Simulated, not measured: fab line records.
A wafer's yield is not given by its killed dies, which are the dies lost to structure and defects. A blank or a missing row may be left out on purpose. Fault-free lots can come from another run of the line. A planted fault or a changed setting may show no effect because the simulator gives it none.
A lot that was struck, set against a sound lot + flow n5-finfet + 42 steps out of a route of 1938
Sound: the wafers L770.3, L770.4, L770.5. Wafers L772.1, L772.4, L772.6 were the ones struck. Last of all comes the cause.
For every step that has rows: the tool of each side, followed by ch and its chambers, followed by its first start. Under that, the readings that differ: sound wafers + struck wafers + difference of the means + sigmas: that difference in standard deviations of wafers without a fault.
alike: readings whose means differ by less than 2 such deviations, and words and numbers that are the same on both sides. not compared: withheld readings, readings that some wafer has no value for, bounds like >300 that may hide the same value, and numbers for which the record gives no deviation and whose values overlap.
A row with sigmas, a row that says differs or no value, or rows on one side alone: a step with any of these is where the two part. When numbers do not overlap yet have no deviation, they are printed without sigmas and do not part them. A reading that every wafer of one side lacks parts them only if that side has two wafers or more.

first, 2 steps without rows for these wafers: N5_BEOL_M2_ETCH_41 (etches SiCN in CH3F/O2, target depth 29.9 nm, time 52.5 s); N5_BEOL_M2_STRIP_97 (strips in N2/H2, time 10 s).
N5_BEOL_M2_OCD_MEAS_38:
  sound: ocd-01 at day 10 04:13; struck: ocd-02 at day 10 23:02
  alike: trench-depth-nm
then, 4 steps without rows for these wafers: N5_BEOL_M2_HM_STRIP_39 (strips TiN in peroxide tin strip, target depth 25 nm, time 158 s); N5_BEOL_M2_SRD_40 (time 30 s); N5_BEOL_M2_PRECLEAN_42 (cleans in residue remover, time 60 s); N5_BEOL_M2_SRD_43 (time 30 s).
N5_BEOL_M2_CD_MEAS_35: target cd 18 nm, target cd y 22.2 nm.
  sound: cd-sem-01 at day 10 04:22; struck: cd-sem-02 at day 10 23:17
  alike: cd-nm
then, 1 step without rows for these wafers: N5_BEOL_M2_DEGAS_44 (time 60 s).
N5_BEOL_M2_PRE_CLEAN_45: time 30 s.
  sound: pvd-sputter-03 at day 10 04:48; struck: pvd-sputter-01 at day 10 23:50
  alike: heater-power-w
N5_BEOL_M2_ALD_84: deposits TaN, pulse time 2 s, purge time 3 s, co reactant purge time 2 s.
  sound on ald-metal-01 ch 1,2,3, day 10 04:52; struck on ald-metal-04 ch 0,1,3, day 10 23:56
  alike: heater-power-w
  not compared: since-wet-clean-h
after that, 1 step had no rows for these wafers: N5_BEOL_M2_SURFACE_TREAT_85.
N5_BEOL_M2_CVD_47: deposits Co from CCTBA/H2, target thk 3 nm, time 223.8 s.
  sound on cvd-co-02 ch 0,1,2, day 10 05:11; struck on cvd-co-02 ch 0,1,2, day 11 00:19
  not compared: since-wet-clean-h
then, 11 steps without rows for these wafers: N5_BEOL_M2_SPUTTER_48 (material Cu, target thk 4.5 nm, time 8.29 s); N5_BEOL_M2_ANNEAL_49 (time 240 s); N5_BEOL_M2_SPUTTER_79 (material Cu, target thk 4.5 nm, time 8.29 s); N5_BEOL_M2_ANNEAL_80 (time 240 s); N5_BEOL_M2_SPUTTER_81 (material Cu, target thk 4.5 nm, time 8.29 s); N5_BEOL_M2_ANNEAL_82 (time 240 s); N5_BEOL_M2_SPUTTER_86 (material Cu, target thk 4.5 nm, time 8.29 s); N5_BEOL_M2_ANNEAL_87 (time 240 s); N5_BEOL_M2_SPUTTER_88 (material Cu, target thk 4.5 nm, time 8.29 s); N5_BEOL_M2_ANNEAL_89 (time 240 s); N5_BEOL_M2_SPUTTER_90 (material Cu, target thk 4.5 nm, time 8.29 s).
N5_BEOL_M2_ANNEAL_91: time 240 s.
  sound: pvd-sputter-02 at day 10 06:31; struck: pvd-sputter-03 at day 11 01:39
  alike: heater-power-w
then, 1 step without rows for these wafers: N5_BEOL_M2_SPUTTER_92 (material Cu, target thk 4.5 nm, time 8.29 s).
N5_BEOL_M2_ANNEAL_93: time 240 s.
  sound: pvd-sputter-02 at day 10 06:44; struck: pvd-sputter-03 at day 11 01:52
  alike: heater-power-w
then, 6 steps without rows for these wafers: N5_BEOL_M2_SPUTTER_94 (material Cu, target thk 4.5 nm, time 8.29 s); N5_BEOL_M2_ANNEAL_95 (time 240 s); N5_BEOL_M2_SPUTTER_96 (material Cu, target thk 4.5 nm, time 8.29 s); N5_BEOL_M2_ECD_50 (material Cu, target thk 300 nm); N5_BEOL_M2_ANNEAL_51 (time 90 s); N5_BEOL_M2_CMP_52 (polishes, stops on SiOC, t overpolish 6.8 s, target thk 40 nm).
N5_BEOL_M2_THK_MEAS_53: measures by xrf.
  sound: film-metro-01 at day 10 07:53; struck: film-metro-02 at day 11 03:01
  alike: M2_THK
then, 1 step without rows for these wafers: N5_BEOL_M2_PRE_CLEAN_60 (time 15 s).
N5_BEOL_M2_CO_CAP_55: material Co, precursor CCTBA/H2, target thk 2 nm, time 102.1 s.
  sound on cvd-co-02 ch 0,1,2, day 10 08:02; struck on cvd-co-02 ch 0,1, day 11 03:06
  alike: heater-power-w
  not compared: since-wet-clean-h
then, 2 steps without rows for these wafers: N5_BEOL_M2_PRE_CLEAN_56 (time 15 s); N5_BEOL_M2_DEP_57 (deposits SiCN from 3MS/NH3, target thk 8 nm, time 14 s).
N5_BEOL_M2_RS_MEAS_58: uses a four-point probe to measure.
  sound: film-metro-02 at day 10 08:13; struck: film-metro-01 at day 11 03:17
  alike: M2_RS
then, 1 step without rows for these wafers: N5_BEOL_M3_ILD_DEP_00 (deposits SiOC from DEMS/O2, target thk 79 nm, time 15.3 s).
N5_BEOL_M3_THK_MEAS_01:
  sound: film-metro-02 at day 10 08:21; struck: film-metro-02 at day 11 03:25
  alike: M3_ILD_THK
-- here the record skips 6 days between the struck wafers' starts before and after, leaving off in module BEOL_M3 and picking up in module PASSIVATION (first step shown: number 1936 of the route) --
N5_PASSIVATION_PROBE_49:
  the record has rows for the struck wafers here (prober-01, day 16 18:00) and none for the sound ones

== WHERE THEY PART ==
Within this record, at N5_PASSIVATION_PROBE_49 only.

WHY: whatever the simulator had introduced
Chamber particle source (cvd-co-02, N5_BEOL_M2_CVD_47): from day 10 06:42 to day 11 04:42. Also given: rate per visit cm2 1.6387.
